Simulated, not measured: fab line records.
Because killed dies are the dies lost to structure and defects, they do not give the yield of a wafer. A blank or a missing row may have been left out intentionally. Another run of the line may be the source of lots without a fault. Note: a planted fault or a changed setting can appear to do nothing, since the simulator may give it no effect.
Comparing a struck lot with a sound one ; flow nandHarc ; 14 steps out of a route of 1302
Sound: the wafers L711.1, L711.3, L711.5. Struck: wafer L703.5 (left out: L703.1, L703.3 of the same lot, which were not struck); the cause appears at the end.
Per side, at each step with rows, come the tool, then ch with its chambers, and then its first start. Under that, the readings that differ: sound wafers ; struck wafers ; difference of the means ; sigmas: that difference in standard deviations of wafers without a fault.
alike: same words and numbers on both sides, and readings whose means sit less than 2 such deviations apart. not compared: any withheld reading, any reading some wafer has no value for, any bound like >300 that may hide the same value, and any number with overlapping values for which the record gives no deviation.
The two part at a step that has a row with sigmas, a row that says differs or no value, or rows on one side only. Non-overlapping numbers with no deviation appear without sigmas and do not part them. A reading that every wafer of one side lacks parts them only if that side has two wafers or more.

first, 6 steps without rows for these wafers: NHARC_A_CONTACT_COAT_02 (resist thk 90 nm); NHARC_A_CONTACT_SOFTBAKE_03 (time 55 s); NHARC_A_CONTACT_EBR_04; NHARC_A_CONTACT_EXPOSE_05 (exposes mask A CC); NHARC_A_CONTACT_PEB_06 (peb time 65 s); NHARC_A_CONTACT_DEVELOP_07 (develop time 35 s).
NHARC_A_CONTACT_CD_MEAS_08: target cd 200 nm.
  sound on cdSem-03 ch 0, day 29 20:47; struck on cdSem-02 ch 0, day 26 01:43
  alike: cdNm
NHARC_A_CONTACT_OVL_MEAS_09:
  sound on overlay-02 at day 29 20:52; struck on overlay-02 at day 26 01:47
reading;sound;struck;difference;sigmas
overlayXNm (nm);1.0 0.5 0.4;-1.3;-1.9;-2
  alike: overlayYNm
NHARC_A_CONTACT_INSPECT_10:
  sound on defectInspect-02 at day 29 20:55; struck on defectInspect-02 at day 26 01:50
reading;sound;struck;difference;sigmas
rawDefectCount;111 91 116;21;-85;-3
NHARC_A_CONTACT_DESCUM_13: chemistry O2, time 3 s.
  sound on rieDiel-12 ch 1,2, day 29 21:01; struck on rieDiel-12 ch 0, day 26 01:53
  alike: chamberPressureMTorr, drypumpMotorCurrentA, oesProductAu, rfVppV, showerheadPlenumPTorr, throttleValvePct
  not compared: rfHoursCounterH
NHARC_A_CONTACT_ETCH_88: etches the open film in CF4, target depth 39 nm, time 65 s.
  sound on rieDiel-12 ch 0,2, day 29 21:07; struck on rieDiel-12 ch 0, day 26 01:59
  alike: chamberPressureMTorr, drypumpMotorCurrentA, oesProductAu, rfVppV, showerheadPlenumPTorr, throttleValvePct
  not compared: rfHoursCounterH
NHARC_A_CONTACT_ETCH_89: etches the open film in N2/H2, target depth 260 nm, time 475.3 s.
  sound: rieDiel-12 ch 1,2,3; struck: rieDiel-12 ch 1
  alike: chamberPressureMTorr, drypumpMotorCurrentA, oesProductAu, rfVppV, showerheadPlenumPTorr, throttleValvePct
  not compared: rfHoursCounterH
NHARC_A_CONTACT_ETCH_30: etches the open film in CF4/CHF3, target depth 72.6 nm, time 36.3 s.
  sound on rieDiel-12 ch 1,2,3, day 29 22:27; struck on rieDiel-12 ch 3, day 26 02:25
reading;sound;struck;difference;sigmas
oesProductAu (a.u.);0.915 0.926 0.921;0.813;-0.108;-6
rfVppV (V);367.9 371.6 369.1;374.2;+4.7;+2
  alike: chamberPressureMTorr, drypumpMotorCurrentA, showerheadPlenumPTorr, throttleValvePct
  not compared: rfHoursCounterH
NHARC_A_CONTACT_ETCH_31: etches the open film in O2/COS, target depth 2800 nm, time 728 s.
  sound: rieDiel-12 ch 0,2,3; struck: rieDiel-12 ch 0
  alike: chamberPressureMTorr, drypumpMotorCurrentA, oesProductAu, rfVppV, showerheadPlenumPTorr, throttleValvePct
  not compared: rfHoursCounterH

WHERE THEY PART
At NHARC_A_CONTACT_OVL_MEAS_09 first; at NHARC_A_CONTACT_ETCH_30 last (within this record only). Later steps at which nothing parts them and some readings are alike: NHARC_A_CONTACT_ETCH_31.

WHY: the cause the simulator had injected
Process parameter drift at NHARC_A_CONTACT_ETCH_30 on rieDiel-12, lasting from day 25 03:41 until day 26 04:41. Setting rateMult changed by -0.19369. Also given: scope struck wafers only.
